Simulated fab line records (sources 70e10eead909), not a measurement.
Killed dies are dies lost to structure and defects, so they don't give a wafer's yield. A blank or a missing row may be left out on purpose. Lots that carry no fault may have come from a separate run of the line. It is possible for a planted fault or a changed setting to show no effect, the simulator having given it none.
Matching of chambers -- flow nand harc -- rie diel-08 running NHARC_P_BONDPAD_STRIP_15: 4 sister chambers
The step strips in O2. 4 wafers are shown with their chamber, then 10 later ones without.

WAFERS PAIRED WITH THEIR CHAMBERS
wafer,chamber,drypump motor current A (A)
L482.5,3,5.8
L482.6,0,6.1
L487.1,2,5.0
L487.2,1,6.2

WAFERS WHOSE CHAMBER IS MISSING
wafer,drypump motor current A (A)
L487.4,6.1
L488.3,6.3
L488.4,5.0
L488.6,5.0
L489.1,6.1
L489.2,5.0
L489.6,6.1
L490.1,6.1
L490.2,6.3
L490.4,5.0

WHICH CHAMBER EACH ONE RAN IN
wafer,from the rows above,in truth
L487.4,0,0
L488.3,1,1
L488.4,2,2
L488.6,2,2
L489.1,0,0
L489.2,2,2
L489.6,0,0
L490.1,0,0
L490.2,1,1
L490.4,2,2
10 of 10 placed correctly. Not placeable from these rows: 0. Number placed wrongly: 0.
How it was worked out, from the rows above alone: a wafer's distance from a chamber is the root of the sum, over the readings, of the square of ((its reading less the chamber's mean) divided by the reading's scatter). If the next closest chamber is less than 2 further off than the closest, the wafer can't be placed; otherwise it belongs to the closest. The mean given for a chamber averages the wafers shown for that chamber. The scatter (one wafer shown for each chamber): square how far every hidden wafer sits from the nearest shown wafer, average those squares and take the square root.
